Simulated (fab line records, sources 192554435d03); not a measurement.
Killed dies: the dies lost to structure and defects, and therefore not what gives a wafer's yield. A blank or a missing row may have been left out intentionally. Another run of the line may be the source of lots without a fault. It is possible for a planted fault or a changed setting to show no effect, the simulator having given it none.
8D (eight disciplines) problem report, filled in by code | flow n5Finfet | the parts of the form that need people (team, actions taken, sign-off) are left out

## 1. WHAT IS WRONG
Wafers without a fault read 175.2 W, standard deviation 1.6; heaterPowerTotalW at N5_PMOS_HMC_CHANNEL_EPI_PEB_07 reads a mean of 183.1 W on 4 wafers belonging to 2 lots. That puts it +5.0 standard deviations away from the usual mean.
The step: peb time 60 s.
First seen on wafer L793.2, day 5 11:19, on lithoTrack-04. The record holds 36 wafers of 13 lots with a number at this step. Rule for "out", or "out of limits": more than 4 standard deviations from the usual mean. Any other wafer with a number is counted as sound.

## 2. WHAT IT IS; WHAT IT IS NOT
question                    | is                     | is not
which readings at this step | heaterPowerTotalW      | -
which lots                  | L793, L797             | L780, L781, L782, L783, L784, L786, L789, L792, L794, L795, L801
which wafers of those lots  | all that have a number | -
read on which tools         | lithoTrack-04          | lithoTrack-02, lithoTrack-05
when                        | from day 5 11:19       | up to then (23 sound wafers); but 9 sound wafers of L794, L795, L801 came after

## 3. SUSPECTS, AND WHAT RULES EACH OUT
Counting: a tool at a process step up to the reading stays a suspect if it ran every lot that is out and no sound lot after the first of them.
- lithoTrack-04 at N5_PMOS_HMC_CHANNEL_EPI_PEB_07 (peb time 60 s): kept. It ran every lot that is out, first L793 (day 5 11:19), and no sound lot after that; its last sound lot up to then is L792 (day 5 05:11). Its own heaterPowerTotalW readings are out on those wafers.
The count leaves lithoTrack-04 at N5_PMOS_HMC_CHANNEL_EPI_PEB_07.

## 4. THE CAUSE (what the simulator had put in)
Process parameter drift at N5_PMOS_HMC_CHANNEL_EPI_PEB_07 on lithoTrack-04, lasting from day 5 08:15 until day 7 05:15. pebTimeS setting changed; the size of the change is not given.
This tool alone remained once counting was done.

## 5. THE CHAIN OF EFFECTS, in route order
Each row: a reading where the mean over the struck wafers with a number is more than 3 standard deviations away from the usual. Readings are gone through only where the record gives a usual standard deviation; hours: the median, over the lots, of the time from a lot's start at the first step in this table giving one to that lot's start at this step; sigmas: the change measured in usual standard deviations.
hours | step                           | reading           | usual   | on struck wafers | change | sigmas
0     | N5_PMOS_HMC_CHANNEL_EPI_PEB_07 | heaterPowerTotalW | 175.2 W | 183.1            | +7.9   | +5.0
The process steps in it:
- N5_PMOS_HMC_CHANNEL_EPI_PEB_07: peb time 60 s.

## 6. WHAT WOULD HAVE CAUGHT IT SOONER
In this record no reading fell out of limits until day 5 11:19, 3 hours after the fault had begun at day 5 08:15.
